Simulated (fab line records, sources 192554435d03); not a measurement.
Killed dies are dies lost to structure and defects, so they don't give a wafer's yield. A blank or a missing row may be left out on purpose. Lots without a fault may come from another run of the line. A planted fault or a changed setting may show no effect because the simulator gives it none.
Split-lot experiment | flow n5_finfet | 7 lots, 21 wafers read, on a route of 1938 steps

THE SPLIT
At N5_BEOL_M8_TRENCH_ETCH_37 (etches SiCOH lowk in C4F6/O2, target depth 93.478 nm, time 31.2 s), the setting source_w was moved away from the recipe's 345 W on 6 of the 21 wafers read, by -14.1% to +13.2%. The other wafers ran this setting at the recipe's value.

FROM THE SPLIT TO THE READING: what the file shows between them, 11 steps
- N5_BEOL_M8_ETCH_41: etches SiCN in CH3F/O2, target depth 31.9 nm, time 57.8 s
- N5_BEOL_M8_STRIP_80: strips in N2/H2, time 10 s
- N5_BEOL_M8_OCD_MEAS_38
- N5_BEOL_M8_HM_STRIP_39: strips TiN in peroxide tin strip, target depth 25 nm, time 158 s
- N5_BEOL_M8_SRD_40: time 30 s
- N5_BEOL_M8_ECD_50: material Cu, target thk 300 nm
- N5_BEOL_M8_ANNEAL_51: time 90 s
- N5_BEOL_M8_CMP_52: polishes, stops on SiCOH lowk, t overpolish 6.9 s, target thk 80 nm
- N5_BEOL_M8_THK_MEAS_53: measures by xrf
- N5_BEOL_M8_PRE_CLEAN_55: time 15 s
- N5_BEOL_M8_DEP_56: deposits SiCN from 3MS/NH3, target thk 10 nm, time 17.5 s

THE READING
M8_RS, in ohm/sq, at N5_BEOL_M8_RS_MEAS_57 (measures by four-point-probe). Fault-free wafers of this fab line usually give 0.286 ohm/sq, standard deviation 0.0081 ohm/sq.

wafer  | tool, chamber at the split | source_w as run, W | against the recipe | M8_RS, ohm/sq | against lot-mates on the recipe
L076.2 | rie_diel-03, 0             | 345                | recipe             | 0.283         | -
L076.3 | rie_diel-03, 3             | 345                | recipe             | 0.298         | -
L076.4 | rie_diel-03, 2             | 296.7              | -14.0%             | 0.316         | +0.026
L078.1 | rie_diel-04, 3             | 313.6              | -9.1%              | 0.311         | +0.017
L078.4 | rie_diel-04, 2             | 345                | recipe             | 0.289         | -
L078.6 | rie_diel-04, 1             | 345                | recipe             | 0.300         | -
L079.1 | rie_diel-02, 2             | 390.4              | +13.2%             | 0.255         | -0.036
L079.2 | rie_diel-02, 3             | 390.4              | +13.2%             | 0.259         | -0.032
L079.4 | rie_diel-02, 0             | 345                | recipe             | 0.291         | -
L084.1 | rie_diel-03, 3             | 345                | recipe             | 0.293         | -
L084.3 | rie_diel-03, 1             | 296.5              | -14.1%             | 0.317         | +0.026
L084.6 | rie_diel-03, 1             | 345                | recipe             | 0.290         | -
L087.1 | rie_diel-02, 2             | 370.1              | +7.3%              | 0.285         | -0.010
L087.4 | rie_diel-02, 2             | 345                | recipe             | 0.292         | -
L087.5 | rie_diel-02, 1             | 345                | recipe             | 0.298         | -
L088.1 | rie_diel-02, 1             | 345                | recipe             | 0.281         | -
L088.5 | rie_diel-02, 2             | 345                | recipe             | 0.291         | -
L088.6 | rie_diel-02, 1             | 345                | recipe             | 0.289         | -
L090.3 | rie_diel-04, 2             | 345                | recipe             | 0.278         | -
L090.5 | rie_diel-04, 0             | 345                | recipe             | 0.277         | -
L090.6 | rie_diel-04, 1             | 345                | recipe             | 0.276         | -

THE FIT
A straight line over all 21 wafers: M8_RS changes by -0.00211 ohm/sq for each +1% of source_w; r = -0.89; the points scatter about the line by 0.0074 ohm/sq.
The same after taking each lot's own level away (the mean of its wafers on the recipe; 21 wafers): -0.0021 ohm/sq for each +1%; r = -0.95; scatter 0.0045 ohm/sq.
On that fit, the largest move of source_w shifts the reading by 0.029 ohm/sq.
The lots' own levels span 0.2770 to 0.2950 ohm/sq, that is 2.2 times the standard deviation above.
So the lot-to-lot level changes the slope little: the two slopes agree.
Check: with one of the wafers moved furthest among these (-14.1%) left out of the fit, the line predicts +0.0298 ohm/sq for it against its lot-mates. It came out at +0.0255 ohm/sq against them.
Tool readings at the split's step, against how far the setting was moved: rf_vpp_V r = -0.92.

OTHER SPLITS ON THESE WAFERS
These wafers also went through other splits before the reading. Each is held against what the fit with the lots' levels taken away leaves over:
other split on the same wafers | wafers away from the commonest value | r with M8_RS (lot level and that fit taken away)
N5_BEOL_M6_COAT_64 spin_rpm    | 4                                    | +0.05
N5_BEOL_M6_DEP_56 time_s       | 7                                    | -0.06
N5_BEOL_M7_PECVD_70 time_s     | 8                                    | +0.12
N5_BEOL_M8_COAT_22 spin_rpm    | 8                                    | +0.44

THE WHOLE CHAIN: every reading that the file lists as answering this split, in the file's order
step                      | what it does                                                        | reading                                                                      | change (the file's fit)               | r (the file's)
N5_BEOL_M8_TRENCH_ETCH_37 | etches SiCOH lowk in C4F6/O2, target depth 93.478 nm, time 31.2 s   | rf_vpp_V                                                                     | -4.22 V for each +1% of the setting   | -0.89
N5_BEOL_M8_TRENCH_ETCH_37 | etches SiCOH lowk in C4F6/O2, target depth 93.478 nm, time 31.2 s   | BEOL_M8.feature_depth_nm (the simulator's own value, which no gauge read)    | +0.411 nm for each +1% of the setting | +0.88
N5_BEOL_M8_TRENCH_ETCH_37 | etches SiCOH lowk in C4F6/O2, target depth 93.478 nm, time 31.2 s   | etch.depth_nm (the simulator's own value, which no gauge read)               | +0.41 nm for each +1% of the setting  | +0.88
N5_BEOL_M8_OCD_MEAS_38    |                                                                     | trench_depth_nm                                                              | +0.426 nm for each +1% of the setting | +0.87
N5_BEOL_M8_CMP_52         | polishes, stops on SiCOH lowk, t overpolish 6.9 s, target thk 80 nm | Cu_of_BEOL_M8_ECD_50.thk_nm (the simulator's own value, which no gauge read) | +0.444 nm for each +1% of the setting | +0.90
N5_BEOL_M8_THK_MEAS_53    | measures by xrf                                                     | M8_THK                                                                       | +0.452 for each +1% of the setting    | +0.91
N5_BEOL_M8_RS_MEAS_57     | measures by four-point-probe                                        | M8_RS                                                                        | -0.00196 for each +1% of the setting  | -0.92

THE FILE'S OWN FIT
M8_RS changes by -0.00196 ohm/sq for each +1% of source_w, r = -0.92.
